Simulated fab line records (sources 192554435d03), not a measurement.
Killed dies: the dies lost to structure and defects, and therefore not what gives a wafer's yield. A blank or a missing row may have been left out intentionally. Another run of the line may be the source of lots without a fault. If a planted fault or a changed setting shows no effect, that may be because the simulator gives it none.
fab line records    flow n5Finfet
[record] lots = 9  wafers = 27  lastDay = 17
route steps=1938 shown STI_FIN_REVEAL@188 DUMMY_GATE@215 SDB@375 PASSIVATION@1936
lots with no fault: from the same line, run without faults
startH: hours from the record's opening day to when the first of the lot's shown wafers began    waitH: how many hours have passed since the lot's step before this one    " as in the row above    L1.1+2: a row that stands for several wafers    - either no value or no given start    * or withheld: withheld    < > ~ a bound
route shown NAME@n: NAME is a module with steps in the file, n the number in the route of the first one    usual: mean/standard deviation of fault-free wafers    same: alike in all rows    chamber/n: place in a boat    sites: readings site by site    _std_site: standard deviation across them    _edge_site: outer sites' mean less inner sites'    radiusMm: how far each site lies from the wafer's centre    mask NAME#n: copy n    behind: the last tool/chamber to shape the wafer    hold: what put the lot on hold/how long, in hours/how the hold closed    device: names the non-switching transistor (n, p or np)    end of line: tests run on the same wafers once the route is complete    step lacking rows: just its recipe    killed: at the first sort, the dies lost to defects and structure; wafer yield is something else    map: a wafer's dies, x killed, . not, _ none there
set.NAME: the setting as run; set.NAME@STEP: as run at that earlier step    model.NAME: the simulator's own value behind a step, which no gauge read
route steps across a sampled set of lots; one table per step, one row per wafer
services: from which hour (startH, from the record's first day; less than 0 if before it) a tool's chamber was out of use, for how many hours, and why
[[steps]]
[step N5_STI_FIN_REVEAL_THK_MEAS_05]
[usual] thkNm = 132.0/1.1
lot.wafer  tool          chamber  startH  waitH  thkNm
L465.3     filmMetro-01  -        35.03   -      134.8
L465.4     "             -        "       "      131.6
L465.5     "             -        "       "      131.6
L466.2     filmMetro-01  -        40.15   -      133.6
L466.3     "             -        "       "      135.0
L466.5     "             -        "       "      134.1
L467.1     filmMetro-02  -        45.92   -      131.5
L467.2     "             -        "       "      132.3
L467.4     "             -        "       "      133.3
L469.2     filmMetro-02  -        57.85   -      132.4
L469.3     "             -        "       "      131.5
L469.6     "             -        "       "      131.3
L475.2     filmMetro-01  -        94.36   -      131.7
L475.4     "             -        "       "      130.1
L475.6     "             -        "       "      129.7
L477.1     filmMetro-02  -        108.13  -      130.5
L477.4     "             -        "       "      130.3
L477.6     "             -        "       "      129.6
L479.1     filmMetro-02  -        117.13  -      131.0
L479.3     "             -        "       "      134.0
L479.4     "             -        "       "      133.2
L486.2     filmMetro-01  -        162.11  -      130.2
L486.4     "             -        "       "      132.0
L486.5     "             -        "       "      132.8
L488.2     filmMetro-01  -        171.91  -      132.2
L488.3     "             -        "       "      132.4
L488.5     "             -        "       "      132.9
[step N5_STI_FIN_REVEAL_ETCHBACK_08]
[recipe] chemistry = C4F6/O2  target = SiO2  targetDepthA = 305  timeS = 10.167  ionEnergyEv = 250  pressureMtorr = 30  sourceW = 345  biasW = 185  Ar_flow_sccm = 300  C4F6_flow_sccm = 10  O2_flow_sccm = 10
[usual] drypumpMotorCurrentA = 5.6/0.42  oes_o_777_au = 0.83/0.11  oesProductAu = 0.82/0.098  rfVppV = 667/13  showerheadPlenumPTorr = 2.88/0.079  throttleValvePct = 21.12/0.21
lot.wafer  tool        chamber  startH  waitH  drypumpMotorCurrentA  oes_o_777_au  oesProductAu  rfHoursCounterH  rfVppV  showerheadPlenumPTorr  throttleValvePct
L465.3     rieDiel-06  3        35.31   0.1    5.1                   0.73          0.72          221              684     2.94                   21.41
L465.4     "           3        "       "      5.1                   0.73          0.72          -                684     2.94                   21.41
L465.5     "           2        "       "      5.3                   0.96          0.96          -                678     3.00                   20.78
L466.2     rieDiel-06  1        40.42   0.2    6.1                   0.73          0.74          163              652     2.74                   21.20
L466.3     "           3        "       "      5.1                   0.72          0.72          223              683     2.94                   21.41
L466.5     "           2        "       "      5.3                   0.95          0.96          -                678     3.00                   20.80
L467.1     rieDiel-01  0        46.26   0.3    5.4                   1.00          0.96          14               648     2.89                   20.84
L467.2     "           3        "       "      5.6                   0.72          0.72          169              675     2.95                   21.29
L467.4     "           2        "       "      4.9                   0.73          0.69          238              688     2.92                   21.20
L469.2     rieDiel-06  2        58.13   0.2    5.2                   0.93          0.93          14               679     3.00                   20.80
L469.3     "           3        "       "      5.1                   0.72          0.71          226              683     2.94                   21.41
L469.6     "           2        "       "      5.2                   0.93          0.93          -                678     3.00                   20.81
L475.2     rieDiel-06  1        94.81   0.2    6.2                   0.71          0.72          186              653     2.73                   21.21
L475.4     "           3        "       "      5.1                   0.71          0.71          238              683     2.93                   21.41
L475.6     "           3        "       "      5.1                   0.72          0.71          -                683     2.93                   21.43
L477.1     rieDiel-05  1        108.37  0.2    5.9                   0.94          0.97          8                684     2.77                   21.08
L477.4     "           2        "       "      5.8                   0.96          0.92          20               675     2.77                   21.15
L477.6     "           0        "       "      5.7                   0.84          0.82          -                654     2.90                   20.83
L479.1     rieDiel-06  2        117.37  0.2    5.3                   0.88          0.89          36               677     2.99                   20.84
L479.3     "           1        "       "      6.2                   0.71          0.72          194              652     2.72                   21.22
L479.4     "           0        "       "      5.4                   0.77          0.76          147              661     2.84                   21.28
L486.2     rieDiel-01  3        162.35  0.2    5.6                   0.68          0.70          217              673     2.93                   21.40
L486.4     "           1        "       "      6.1                   0.86          0.85          76               663     2.89                   21.26
L486.5     "           0        "       "      5.4                   0.92          0.88          -                649     2.87                   20.92
L488.2     rieDiel-05  1        172.42  0.4    5.9                   0.89          0.90          34               684     2.76                   21.12
L488.3     "           3        "       "      6.3                   0.68          0.68          243              657     2.92                   21.33
L488.5     "           0        "       "      5.7                   0.81          0.79          -                652     2.89                   20.86
[step N5_DUMMY_GATE_CVD_03]
[recipe] material = a-Si  targetThkA = 1500  tempC = 530  precursor = SiH4  timeS = 8042
[usual] spikeTcLowerC = 530.8/1.6  susceptorTempC = 529.99/0.17
lot.wafer  tool      chamber  startH  waitH  spikeTcLowerC  susceptorTempC
L465.3     lpcvd-01  1/50     39.30   0.1    532.0          530.18
L465.4     "         1/54     "       "      532.0          530.18
L465.5     "         1/59     "       "      532.0          530.18
L466.2     lpcvd-01  1/45     43.74   0.1    531.7          530.09
L466.3     "         1/50     "       "      531.7          530.09
L466.5     "         1/59     "       "      531.7          530.09
L467.1     lpcvd-01  0/65     50.18   0.1    528.9          529.73
L467.2     "         0/70     "       "      528.9          529.73
L467.4     "         0/79     "       "      528.9          529.73
L469.2     lpcvd-01  0/70     61.37   0.1    528.4          529.96
L469.3     "         0/75     "       "      528.4          529.96
L469.6     "         0/89     "       "      528.4          529.96
L475.2     lpcvd-01  0/45     99.49   0.1    529.3          529.80
L475.4     "         0/54     "       "      529.3          529.80
L475.6     "         0/64     "       "      529.3          529.80
L477.1     lpcvd-01  1/90     111.64  0.1    532.4          529.95
L477.4     "         1/104    "       "      532.4          529.95
L477.6     "         1/114    "       "      532.4          529.95
L479.1     lpcvd-02  1/65     120.62  0.1    532.2          530.21
L479.3     "         1/75     "       "      532.2          530.21
L479.4     "         1/79     "       "      532.2          530.21
L486.2     lpcvd-02  0/70     167.79  1.6    530.6          530.11
L486.4     "         0/79     "       "      530.6          530.11
L486.5     "         0/84     "       "      530.6          530.11
L488.2     lpcvd-02  1/70     175.87  0.1    532.3          529.90
L488.3     "         1/75     "       "      532.3          529.90
L488.5     "         1/84     "       "      532.3          529.90
[step N5_DUMMY_GATE_THK_MEAS_05]
[usual] thkNm = 72.2/1.1
lot.wafer  tool          chamber  startH  waitH  thkNm
L465.3     filmMetro-01  -        43.29   0.2    72.6
L465.4     "             -        "       "      73.0
L465.5     "             -        "       "      72.5
L466.2     filmMetro-02  -        47.73   0.1    72.1
L466.3     "             -        "       "      71.2
L466.5     "             -        "       "      71.8
L467.1     filmMetro-01  -        54.16   0.2    72.3
L467.2     "             -        "       "      70.3
L467.4     "             -        "       "      71.4
L469.2     filmMetro-01  -        65.35   0.1    72.1
L469.3     "             -        "       "      70.3
L469.6     "             -        "       "      72.3
L475.2     filmMetro-02  -        105.30  0.1    56.1
L475.4     "             -        "       "      56.5
L475.6     "             -        "       "      56.2
L477.1     filmMetro-01  -        115.63  0.1    55.3
L477.4     "             -        "       "      54.3
L477.6     "             -        "       "      56.4
L479.1     filmMetro-01  -        124.60  0.1    72.5
L479.3     "             -        "       "      72.5
L479.4     "             -        "       "      72.3
L486.2     filmMetro-01  -        171.78  0.2    72.5
L486.4     "             -        "       "      73.2
L486.5     "             -        "       "      72.5
L488.2     filmMetro-02  -        179.84  0.2    72.9
L488.3     "             -        "       "      73.7
L488.5     "             -        "       "      74.2
[step N5_DUMMY_GATE_INSPECT_17]
[recipe] mode = adi  inspectInstrument = brightfield
[usual] rawDefectCount = 196/53
lot.wafer  tool              chamber  startH  waitH  rawDefectCount
L465.3     defectInspect-01  -        47.70   0.0    105
L465.4     "                 -        "       "      163
L465.5     "                 -        "       "      94
L466.2     defectInspect-02  -        52.25   0.0    259
L466.3     "                 -        "       "      156
L466.5     "                 -        "       "      190
L467.1     defectInspect-01  -        58.57   0.1    187
L467.2     "                 -        "       "      104
L467.4     "                 -        "       "      151
L469.2     defectInspect-02  -        69.75   0.0    161
L469.3     "                 -        "       "      180
L469.6     "                 -        "       "      192
L475.2     defectInspect-02  -        109.82  0.0    319
L475.4     "                 -        "       "      159
L475.6     "                 -        "       "      182
L477.1     defectInspect-01  -        120.14  0.1    264
L477.4     "                 -        "       "      241
L477.6     "                 -        "       "      146
L479.1     defectInspect-02  -        128.99  0.1    232
L479.3     "                 -        "       "      209
L479.4     "                 -        "       "      207
L486.2     defectInspect-02  -        176.18  0.0    285
L486.4     "                 -        "       "      183
L486.5     "                 -        "       "      272
L488.2     defectInspect-01  -        184.25  0.0    234
L488.3     "                 -        "       "      348
L488.5     "                 -        "       "      179
[step N5_DUMMY_GATE_ETCH_44]
[recipe] chemistry = HBr/O2  overEtchFrac = 0.7  targetDepthA = 1275  stopOn = SiO2  ionEnergyEv = 60  biasW = 20  target = poly-Si  maskMaterial = SiO2  pressureMtorr = 20  icpW = 400  HBr_flow_sccm = 120  O2_flow_sccm = 10
[usual] HBr_flow_sccm = 120.0/0.33  drypumpMotorCurrentA = 5.9/0.41  oesProductAu = 0.725/0.015  throttleValvePct = 18.46/0.17
lot.wafer  tool      chamber  startH  waitH  HBr_flow_sccm  drypumpMotorCurrentA  oesProductAu  rfHoursCounterH  throttleValvePct
L465.3     rieSi-02  0        49.53   0.0    119.5          6.0                   0.752         17               18.45
L465.4     "         2        "       "      119.5          5.2                   0.713         152              18.45
L465.5     "         2        "       "      119.6          5.2                   0.708         -                18.45
L466.2     rieSi-04  2        53.04   0.0    120.1          5.9                   0.718         2                18.55
L466.3     "         3        "       "      120.1          5.9                   0.715         5                18.19
L466.5     "         2        "       "      120.1          5.9                   0.721         -                18.54
L467.1     rieSi-04  0        59.81   0.0    120.7          5.8                   0.700         152              18.46
L467.2     "         2        "       "      119.9          5.9                   0.710         2                18.55
L467.4     "         1        "       "      120.2          6.5                   0.714         47               18.39
L469.2     rieSi-01  0        70.63   0.0    120.4          5.4                   0.732         38               18.64
L469.3     "         1        "       "      119.6          5.3                   0.717         57               18.64
L469.6     "         1        "       "      119.9          5.3                   0.734         -                18.64
L475.2     rieSi-02  1        110.62  0.0    119.6          6.1                   0.644         21               18.12
L475.4     "         3        "       "      120.1          6.1                   0.670         104              18.42
L475.6     "         1        "       "      120.0          6.1                   0.644         -                18.12
L477.1     rieSi-02  0        121.20  0.0    119.5          6.0                   0.669         18               18.42
L477.4     "         2        "       "      120.5          5.2                   0.621         153              18.45
L477.6     "         0        "       "      119.6          6.0                   0.665         -                18.44
L479.1     rieSi-01  3        129.99  0.0    119.9          6.6                   0.708         73               18.67
L479.3     "         2        "       "      119.8          6.2                   0.712         196              18.64
L479.4     "         2        "       "      119.8          6.2                   0.708         -                18.65
L486.2     rieSi-02  3        177.22  0.0    120.2          6.1                   0.736         105              18.40
L486.4     "         1        "       "      119.9          6.1                   0.722         22               18.13
L486.5     "         3        "       "      119.6          6.1                   0.729         -                18.40
L488.2     rieSi-02  0        185.45  0.0    119.9          5.9                   0.751         20               18.43
L488.3     "         2        "       "      120.0          5.2                   0.709         154              18.45
L488.5     "         0        "       "      120.4          5.9                   0.757         -                18.47
[step N5_SDB_THK_MEAS_31]
[recipe] reads = a-Si_of_DUMMY_GATE_CVD_03
[usual] SDB_THK = 64.4/1.1
lot.wafer  tool          chamber  startH  waitH  SDB_THK[nm]
L465.3     filmMetro-01  -        70.60   -      64.8
L465.4     "             -        "       "      65.3
L465.5     "             -        "       "      64.7
L466.2     filmMetro-02  -        74.68   -      64.4
L466.3     "             -        "       "      63.4
L466.5     "             -        "       "      64.1
L467.1     filmMetro-01  -        81.74   -      64.5
L467.2     "             -        "       "      62.6
L467.4     "             -        "       "      63.7
L469.2     filmMetro-01  -        92.54   -      64.4
L469.3     "             -        "       "      62.5
L469.6     "             -        "       "      64.6
L475.2     filmMetro-02  -        134.93  -      48.3
L475.4     "             -        "       "      48.8
L475.6     "             -        "       "      48.5
L477.1     filmMetro-02  -        145.63  -      47.5
L477.4     "             -        "       "      46.6
L477.6     "             -        "       "      48.7
L479.1     filmMetro-01  -        152.54  -      64.8
L479.3     "             -        "       "      64.6
L479.4     "             -        "       "      64.6
L486.2     filmMetro-01  -        201.98  -      64.9
L486.4     "             -        "       "      65.3
L486.5     "             -        "       "      64.7
L488.2     filmMetro-02  -        210.33  -      65.0
L488.3     "             -        "       "      66.0
L488.5     "             -        "       "      66.5
[step N5_PASSIVATION_PROBE_49]
[usual] killed_at_M0_to_M3 = 31/11  killed_at_M4_up = 14/5.1  killedAtContacts = 12/5.6  killedAtFrontEnd = 42/12  killedAtOther = 3.8/2.9  killedDies = 103/18  killedOpen = 67/14  killedShort = 33/8
[same] grossDies = 1180  killedAtBackSide = 0
lot.wafer  tool       chamber  startH  waitH  killed_at_M0_to_M3  killed_at_M4_up  killedAtContacts  killedAtFrontEnd  killedAtOther  killedDies  killedOpen  killedShort
L465.3     prober-02  -        304.33  0.1    29                  13               7                 34                6              89          50          35
L465.4     prober-02  -        304.38  0.2    25                  20               7                 31                5              88          62          18
L465.5     prober-02  -        304.43  0.2    28                  23               9                 29                1              90          56          31
L469.2     prober-02  -        314.68  0.1    33                  19               10                57                2              121         80          37
L469.3     prober-02  -        314.73  0.2    20                  13               16                60                1              110         73          34
L469.6     prober-02  -        314.88  0.3    47                  20               5                 47                1              120         69          50
L477.1     prober-01  -        364.25  0.0    28                  16               20                69                2              135         72          45
L477.4     prober-01  -        364.40  0.2    18                  21               16                52                1              108         62          33
L477.6     prober-01  -        364.50  0.3    24                  13               10                53                3              103         60          35
L475.2     prober-02  -        367.96  0.1    23                  11               14                61                2              111         73          30
L475.4     prober-02  -        368.06  0.2    19                  13               15                63                0              110         67          29
L475.6     prober-02  -        368.16  0.3    42                  10               7                 43                2              104         76          19
L479.1     prober-01  -        379.42  0.0    20                  10               20                45                3              98          69          28
L479.3     prober-01  -        379.52  0.1    38                  14               18                56                1              127         104         23
L479.4     prober-01  -        379.57  0.2    35                  9                25                35                6              110         74          35
// killed by level:class
L465.3 STI_FIN_REVEAL:geometricParticle:open=10 BEOL_M0_SAQP:geometricParticle:open=7 BEOL_M3:geometricParticle:open=5 FIN_SAQP:geometricParticle:open=4 FIN_SAQP:geometricParticle:short=4 MOL_CONTACT_COAG:geometricParticle:open=4 STARTING-WAFER:geometricParticle:short=4 BEOL_M4:geometricParticle:short=4
L465.4 BEOL_M4:geometricParticle:open=12 FIN_SAQP:geometricParticle:open=9 HKMG_FIN:areaEtch=8 MOL_CONTACT_COAG:geometricParticle:open=7 BEOL_M0_SAQP:geometricParticle:short=7 BEOL_M1:geometricParticle:open=7 STI_FIN_REVEAL:geometricParticle:open=6 GATE_CUT:geometricParticle:short=4
L465.5 BEOL_M4:geometricParticle:open=10 MOL_CONTACT_COAG:geometricParticle:open=8 STI_FIN_REVEAL:geometricParticle:open=7 BEOL_M4:geometricParticle:short=7 FIN_SAQP:geometricParticle:short=6 BEOL_M0_SAQP:geometricParticle:short=6 BEOL_M1:geometricParticle:open=5 BEOL_M3:geometricParticle:open=5
L469.2 STI_FIN_REVEAL:geometricParticle:open=26 BEOL_M0_SAQP:geometricParticle:open=14 MOL_CONTACT_COAG:geometricParticle:open=10 FIN_SAQP:geometricParticle:short=9 BEOL_M0_SAQP:geometricParticle:short=5 BEOL_M1:geometricParticle:open=5 GATE_CUT:geometricParticle:short=4 BEOL_M5:geometricParticle:open=4
L469.3 STI_FIN_REVEAL:geometricParticle:open=16 MOL_CONTACT_COAG:geometricParticle:open=16 FIN_SAQP:geometricParticle:short=10 FIN_SAQP:geometricParticle:open=9 BEOL_M0_SAQP:geometricParticle:open=6 BEOL_M4:geometricParticle:open=6 BEOL_M1:geometricParticle:open=5 BEOL_M0_SAQP:geometricParticle:short=5
L469.6 BEOL_M0_SAQP:geometricParticle:short=15 BEOL_M0_SAQP:geometricParticle:open=14 FIN_SAQP:geometricParticle:short=9 GATE_CUT:geometricParticle:short=9 BEOL_M4:geometricParticle:open=9 BEOL_M1:geometricParticle:open=8 STI_FIN_REVEAL:geometricParticle:open=8 FIN_SAQP:geometricParticle:open=7
L477.1 MOL_CONTACT_COAG:geometricParticle:open=18 DUMMY_GATE:areaCvd=16 STI_FIN_REVEAL:geometricParticle:open=12 GATE_CUT:geometricParticle:open=11 GATE_CUT:geometricParticle:short=8 BEOL_M0_SAQP:geometricParticle:short=7 BEOL_M2:geometricParticle:short=7 FIN_SAQP:geometricParticle:short=6
L477.4 FIN_SAQP:geometricParticle:open=14 MOL_CONTACT_COAG:geometricParticle:open=14 DUMMY_GATE:areaCvd=12 FIN_SAQP:geometricParticle:short=6 GATE_CUT:geometricParticle:short=6 BEOL_M4:geometricParticle:open=5 BEOL_M1:geometricParticle:open=4 BEOL_M2:geometricParticle:short=4
L477.6 STI_FIN_REVEAL:geometricParticle:open=17 MOL_CONTACT_COAG:geometricParticle:open=7 DUMMY_GATE:areaCvd=7 FIN_SAQP:geometricParticle:open=5 BEOL_M1:geometricParticle:short=5 FIN_SAQP:geometricParticle:short=4 BEOL_M3:geometricParticle:open=4 BEOL_M4:geometricParticle:open=4
L475.2 FIN_SAQP:geometricParticle:open=22 MOL_CONTACT_COAG:geometricParticle:open=10 FIN_SAQP:geometricParticle:short=8 DUMMY_GATE:geometricParticle:open=7 DUMMY_GATE:areaCvd=7 STARTING-WAFER:geometricParticle:open=5 BEOL_M0_SAQP:geometricParticle:open=4 MOL_CONTACT_COAG:geometricParticle:short=4
L475.4 FIN_SAQP:geometricParticle:open=13 MOL_CONTACT_COAG:geometricParticle:open=11 BEOL_M1:geometricParticle:open=8 DUMMY_GATE:areaCvd=8 DUMMY_GATE:geometricParticle:open=7 STARTING-WAFER:geometricParticle:short=6 HKMG_FIN:areaEtch=6 FIN_SAQP:geometricParticle:short=4
L475.6 BEOL_M0:geometricParticle:open=10 FIN_SAQP:geometricParticle:open=9 BEOL_M0_SAQP:geometricParticle:open=9 DUMMY_GATE:areaCvd=9 FIN_SAQP:geometricParticle:short=8 DUMMY_GATE:geometricParticle:open=7 BEOL_M0_SAQP:geometricParticle:short=7 MOL_CONTACT_COAG:geometricParticle:open=6
L479.1 MOL_CONTACT_COAG:geometricParticle:open=16 FIN_SAQP:geometricParticle:open=10 FIN_SAQP:geometricParticle:short=7 STI_FIN_REVEAL:geometricParticle:open=7 DUMMY_GATE:geometricParticle:open=6 BEOL_M2:geometricParticle:open=6 BEOL_M5:geometricParticle:open=6 MOL_CONTACT_COAG:geometricParticle:short=4
L479.3 MOL_CONTACT_COAG:geometricParticle:open=16 FIN_SAQP:geometricParticle:open=15 DUMMY_GATE:geometricParticle:open=14 BEOL_M0_SAQP:geometricParticle:open=11 STI_FIN_REVEAL:geometricParticle:open=9 BEOL_M1:geometricParticle:open=9 BEOL_M4:geometricParticle:open=7 BEOL_M2:geometricParticle:open=6
L479.4 MOL_CONTACT_COAG:geometricParticle:open=19 BEOL_M0_SAQP:geometricParticle:open=11 STI_FIN_REVEAL:geometricParticle:open=10 FIN_SAQP:geometricParticle:open=7 BEOL_M2:geometricParticle:open=6 MOL_CONTACT_COAG:geometricParticle:short=6 BEOL_M0_SAQP:geometricParticle:short=5 GATE_CUT:geometricParticle:short=4
[[services]]
tool        chamber  startH  hours  kind
rieDiel-01  -        11.46   14.6   pm
rieDiel-06  2        13.42   -      clean
rieDiel-06  2        13.42   -      consumableReplace:focusRing
rieDiel-06  2        13.42   -      consumableReplace:showerhead
rieDiel-06  2        13.42   12.1   scheduledDown
rieDiel-06  2        13.42   12.1   ventCycle
rieSi-02    1        27.49   3.1    repair
rieDiel-05  2        31.24   -      clean
rieDiel-05  2        31.24   -      consumableReplace:focusRing
rieDiel-05  2        31.24   27.0   scheduledDown
rieDiel-05  2        31.24   27.0   ventCycle
rieDiel-06  0        33.54   14.8   repair
rieDiel-06  3        44.54   8.9    repair
rieSi-04    -        46.61   1.2    repair
lpcvd-02    -        64.92   6.1    pm
rieDiel-05  1        89.71   3.3    repair
rieDiel-06  3        100.54  10.5   repair
rieSi-01    1        123.29  8.5    repair
rieDiel-06  -        125.58  28.1   pm
rieDiel-01  2        128.72  2.3    repair
lpcvd-01    -        165.72  2.3    repair
rieDiel-06  3        166.60  -      clean
rieDiel-06  3        166.60  -      consumableReplace:focusRing
rieSi-04    -        181.82  0.2    repair
[[key]]
[firstSign] step = N5_DUMMY_GATE_THK_MEAS_05  reading = thkNm  direction = down  sigmas = 15  usual = *  struck = *
[effect] step = N5_DUMMY_GATE_ETCH_44  reading = oesProductAu  direction = down  sigmas = 5  usual = 0.725  struck = 0.652
[effect] step = N5_SDB_THK_MEAS_31  reading = SDB_THK  direction = down  sigmas = 15  usual = 64.4  struck = 48.1
metAt N5_DUMMY_GATE_CVD_03
struckLots L475,L477
testerLeftOut L475,L477
notActingAt N5_STI_FIN_REVEAL_THK_MEAS_05,N5_STI_FIN_REVEAL_ETCHBACK_08,N5_DUMMY_GATE_INSPECT_17
onsetBetween 61.37 99.49
[fault] kind = siteProfileDrift  tool = lpcvd-01  chamber = -  onsetH = 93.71  steps = N5_DUMMY_GATE_CVD_03  basis = fraction  maxAbsDrift = 0.23623  slopeSharePerHr = 52.495  sitePattern = 0,0,0,0,0,-1,-1,-1,-1
// testerLeftOut: of these lots the tester's yield and bins aren't shown, on N5 and GAA mostly nor the transistor test; their killed dies are dies lost to structure and defects alone, not to doping, threshold or leakage, so they don't give the yield
